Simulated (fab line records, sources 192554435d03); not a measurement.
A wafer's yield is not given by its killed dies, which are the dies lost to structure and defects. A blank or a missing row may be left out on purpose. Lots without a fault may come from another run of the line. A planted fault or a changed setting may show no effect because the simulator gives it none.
The tool behind it: which one? || flow n5 finfet || 9 lots with 27 wafers sampled at 5 steps, on a route of 1938 steps

## WHAT THE GAUGES SHOWED, per wafer
N5_BEOL_M4_RC_MEAS_101.
{"lot": "L274", "measured": "day 8 15:29", "on": "prober-01", "EOT_N": "10.59 10.57 10.66"}
{"lot": "L276", "measured": "day 9 19:38", "on": "prober-02", "EOT_N": "10.55 10.46 10.61"}
{"lot": "L280", "measured": "day 9 22:42", "on": "prober-01", "EOT_N": "11.95 11.90 11.97"}
{"lot": "L281", "measured": "day 11 00:24", "on": "prober-02", "EOT_N": "12.07 11.80 11.78"}
{"lot": "L282", "measured": "day 10 21:46", "on": "prober-02", "EOT_N": "11.85 11.90 11.87"}
{"lot": "L283", "measured": "day 10 15:59", "on": "prober-02", "EOT_N": "10.57 10.58 10.59"}
{"lot": "L290", "measured": "day 12 19:00", "on": "prober-01", "EOT_N": "10.57 10.56 10.61"}
{"lot": "L291", "measured": "day 12 21:46", "on": "prober-02", "EOT_N": "10.44 10.49 10.52"}
{"lot": "L295", "measured": "day 14 04:43", "on": "prober-02", "EOT_N": "10.57 10.55 10.62"}

## WHAT TOOL EACH LOT RAN ON (gives the tool, then ch and the chambers of the sampled wafers, and finally the start)
{"lot": "L274", "N5_HKMG_FIN_ALD_75": "ald hk-02 ch 1,2, day 4 09:58", "N5_HKMG_FIN_STRIP_57": "rie diel-01 ch 0,1,3, day 4 11:04", "N5_HKMG_FIN_CVD_62": "thermal cvd si-02 ch 0,1,2, day 4 12:31", "N5_HKMG_FIN_ALD_36": "ald metal-04 ch 1,3, day 4 12:55"}
{"lot": "L276", "N5_HKMG_FIN_ALD_75": "ald hk-02 ch 0,1, day 4 22:25", "N5_HKMG_FIN_STRIP_57": "rie diel-05 ch 0,1, day 4 23:19", "N5_HKMG_FIN_CVD_62": "thermal cvd si-02 ch 0,1,2, day 5 00:50", "N5_HKMG_FIN_ALD_36": "ald metal-01 ch 2,3, day 5 01:11"}
{"lot": "L280", "N5_HKMG_FIN_ALD_75": "ald hk-02 ch 0,2,3, day 5 23:29", "N5_HKMG_FIN_STRIP_57": "rie diel-02 ch 1,2, day 6 00:19", "N5_HKMG_FIN_CVD_62": "thermal cvd si-02 ch 0,1, day 6 01:46", "N5_HKMG_FIN_ALD_36": "ald metal-01 ch 0,1,2, day 6 02:10"}
{"lot": "L281", "N5_HKMG_FIN_ALD_75": "ald hk-01 ch 0,1,2, day 6 07:08", "N5_HKMG_FIN_STRIP_57": "rie diel-01 ch 0,2, day 6 08:20", "N5_HKMG_FIN_CVD_62": "thermal cvd si-01 ch 0,2, day 6 09:48", "N5_HKMG_FIN_ALD_36": "ald metal-01 ch 0,2,3, day 6 10:29"}
{"lot": "L282", "N5_HKMG_FIN_ALD_75": "ald hk-03 ch 1,2,3, day 6 10:38", "N5_HKMG_FIN_STRIP_57": "rie diel-05 ch 2,3, day 6 11:38", "N5_HKMG_FIN_CVD_62": "thermal cvd si-02 ch 1,2, day 6 13:04", "N5_HKMG_FIN_ALD_36": "ald metal-03 ch 0,1, day 6 13:39"}
{"lot": "L283", "N5_HKMG_FIN_ALD_75": "ald hk-01 ch 1,2,3, day 6 18:23", "N5_HKMG_FIN_STRIP_57": "rie diel-02 ch 0,1,3, day 6 19:13", "N5_HKMG_FIN_CVD_62": "thermal cvd si-01 ch 0,1,2, day 6 20:40", "N5_HKMG_FIN_ALD_36": "ald metal-03 ch 0,2,3, day 6 21:04"}
{"lot": "L290", "N5_HKMG_FIN_ALD_75": "ald hk-01 ch 1,2, day 8 11:23", "N5_HKMG_FIN_STRIP_57": "rie diel-02 ch 0,1,3, day 8 12:28", "N5_HKMG_FIN_CVD_62": "thermal cvd si-02 ch 1,2, day 8 13:58", "N5_HKMG_FIN_ALD_36": "ald metal-01 ch 1,2,3, day 8 14:22"}
{"lot": "L291", "N5_HKMG_FIN_ALD_75": "ald hk-03 ch 0,1,2, day 8 17:17", "N5_HKMG_FIN_STRIP_57": "rie diel-01 ch 1,2,3, day 8 18:07", "N5_HKMG_FIN_CVD_62": "thermal cvd si-02 ch 1,2, day 8 19:34", "N5_HKMG_FIN_ALD_36": "ald metal-04 ch 0,1,2, day 8 20:01"}
{"lot": "L295", "N5_HKMG_FIN_ALD_75": "ald hk-01 ch 1,2,3, day 9 16:34", "N5_HKMG_FIN_STRIP_57": "rie diel-01 ch 2,3, day 9 17:17", "N5_HKMG_FIN_CVD_62": "thermal cvd si-02 ch 1,2, day 9 18:48", "N5_HKMG_FIN_ALD_36": "ald metal-04 ch 0,2,3, day 9 19:23"}
- N5_HKMG_FIN_ALD_75: deposits Al2O3, target thk 1 nm, co reactant pulse time 1 s.
- N5_HKMG_FIN_STRIP_57: strips in CF4.
- N5_HKMG_FIN_CVD_62: deposits a-Si from Si2H6, target thk 3 nm, time 20.8 s.
- N5_HKMG_FIN_ALD_36: deposits TiN, target thk 1 nm, pulse time 1 s, purge time 3 s.

## THE ANSWER, worked out from the rows above alone
Rule: usual is defined by the lots themselves. The widest of any qualifying gaps counts: lots, ordered by their means at a reading, are off when they make up no more than a third of the lots, leave a main group of 4 or more, and stand apart from it by 3 or more times the standard deviation of that group's means. Not used: any main group whose means are identical at the precision the tables above print for the reading. Also off: a lot with no number at a reading for which 4 or more lots have one. The other lots that the step has rows for count as sound.
Off: at N5_BEOL_M4_RC_MEAS_101 (EOT_N), L280, L281, L282. The main group has a mean of 10.56 with a standard deviation of 0.04.
A tool fits if, at a process step before that reading, it ran every lot that is off, and no sound lot after the first of them. The gauges at N5_BEOL_M4_RC_MEAS_101 are tried like those tools. Of those tried, none fits.

## WHAT WAS PUT IN BY THE SIMULATOR
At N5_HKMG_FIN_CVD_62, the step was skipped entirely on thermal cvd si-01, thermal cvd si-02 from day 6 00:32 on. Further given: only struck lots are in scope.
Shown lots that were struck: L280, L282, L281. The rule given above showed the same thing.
